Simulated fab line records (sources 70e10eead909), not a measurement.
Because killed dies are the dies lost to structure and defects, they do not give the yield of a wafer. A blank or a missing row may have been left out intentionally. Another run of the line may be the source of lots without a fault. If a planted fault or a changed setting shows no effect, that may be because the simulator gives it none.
Comparing a struck lot with a sound one -- flow nand_harc -- 15 steps out of a route of 1302
Sound: wafers L892.3, L892.5, L892.6. Struck: wafers L901.5, L901.6. (L901.1 of the same lot was not struck and is left out.) The cause comes at the end.
Each step with rows lists, per side, the tool, then ch with its chambers, then its first start. Under that, the readings that differ: sound wafers -- struck wafers -- difference of the means -- sigmas: that difference in standard deviations of wafers without a fault.
alike: words and numbers the same on both sides, and readings whose means are apart by under 2 such deviations; not compared: readings that were withheld, readings missing a value for some wafer, numbers with overlapping values and no deviation given by the record, and bounds like >300 which may hide the same value.
Wherever a step has rows on one side only, a row that says differs or no value, or a row with sigmas, the two part there. Numbers that don't overlap but have no deviation are shown without sigmas and don't part them. Lack of a reading on every wafer of one side parts them only where that side has two or more wafers.

first, 4 steps without rows for these wafers: NHARC_A_BONDPAD_EBR_05; NHARC_A_BONDPAD_EXPOSE_06 (exposes mask A BPAD); NHARC_A_BONDPAD_PEB_07 (peb time 80 s); NHARC_A_BONDPAD_DEVELOP_08 (time 50 s).
NHARC_A_BONDPAD_CD_MEAS_09: target cd 500 nm.
  sound on cd_sem-03 ch 0, day 24 06:43; struck on cd_sem-02 ch 0, day 28 13:46
  alike: cd_nm
NHARC_A_BONDPAD_OVL_MEAS_35:
  sound on overlay-02 at day 24 06:49; struck on overlay-02 at day 28 13:52
reading,sound,struck,difference,sigmas
overlay_y_nm (nm),4 4 3,-7 -7,-11,-2
  alike: overlay_x_nm
then, 1 step without rows for these wafers: NHARC_A_BONDPAD_HARDBAKE_10 (time 65 s).
NHARC_A_BONDPAD_DESCUM_11: chemistry O2, time 3 s.
  sound on rie_diel-06 ch 0,1, day 24 06:57; struck on rie_diel-12 ch 2,3, day 28 14:00
  alike: drypump_motor_current_A, oes_product_au, rf_vpp_V, showerhead_plenum_p_Torr, throttle_valve_pct
  not compared: rf_hours_counter_h
NHARC_A_BONDPAD_ETCH_34: etches the open film in N2/H2, target depth 60 nm, overetch 18 nm, time 65.91 s.
  sound on rie_diel-06 ch 1,3, day 24 07:02; struck on rie_diel-12 ch 1,2, day 28 14:04
  alike: drypump_motor_current_A, oes_product_au, rf_vpp_V, run_length_s, showerhead_plenum_p_Torr, throttle_valve_pct
  not compared: rf_hours_counter_h
NHARC_A_BONDPAD_ETCH_12: etches the open film in CHF3/O2, target depth 220 nm, time 110 s.
  sound on rie_diel-06 ch 0,1; struck on rie_diel-12 ch 2,3
  alike: chf3_flow_sccm, drypump_motor_current_A, oes_product_au, rf_vpp_V, run_length_s, showerhead_plenum_p_Torr, throttle_valve_pct
  not compared: rf_hours_counter_h
NHARC_A_BONDPAD_CD_MEAS_13:
  sound on cd_sem-02 at day 24 07:18; struck on cd_sem-02 at day 28 14:18
  alike: cd_nm
NHARC_A_BONDPAD_STRIP_15: strips in O2.
  sound on rie_diel-12 ch 2,3, day 24 07:23; struck on rie_diel-12 ch 1,2, day 28 14:23
  alike: drypump_motor_current_A, oes_product_au, rf_vpp_V, showerhead_plenum_p_Torr, throttle_valve_pct
  not compared: rf_hours_counter_h
NHARC_A_BONDPAD_ETCH_24: etches the open film in CF4/N2, target depth 30 nm, time 72.99 s.
  sound on rie_diel-12 ch 1,2,3, day 24 07:32; struck on rie_diel-12 ch 1,2, day 28 14:31
reading,sound,struck,difference,sigmas
run_length_s (s),94.5 94.3 94.4,78.4 78.4,-16.0,-42
  alike: drypump_motor_current_A, oes_product_au, rf_vpp_V, showerhead_plenum_p_Torr, throttle_valve_pct
  not compared: rf_hours_counter_h
then, 1 step without rows for these wafers: NHARC_A_BONDPAD_STRIP_16 (strips in post etch residue remover, time 600 s).
NHARC_END_SORT_01:
  sound on prober-02 ch 0, day 25 18:29; struck on prober-02 ch 0, day 29 22:57
  alike: defect_limited_yield, killed_at_array, killed_at_other, killed_at_periphery, killed_dies, killed_open, killed_short

== WHERE THEY PART ==
At NHARC_A_BONDPAD_OVL_MEAS_35 first; at NHARC_A_BONDPAD_ETCH_24 last (within this record only). Later steps at which nothing parts them and some readings are alike: NHARC_END_SORT_01.

WHY: what had been put in by the simulator
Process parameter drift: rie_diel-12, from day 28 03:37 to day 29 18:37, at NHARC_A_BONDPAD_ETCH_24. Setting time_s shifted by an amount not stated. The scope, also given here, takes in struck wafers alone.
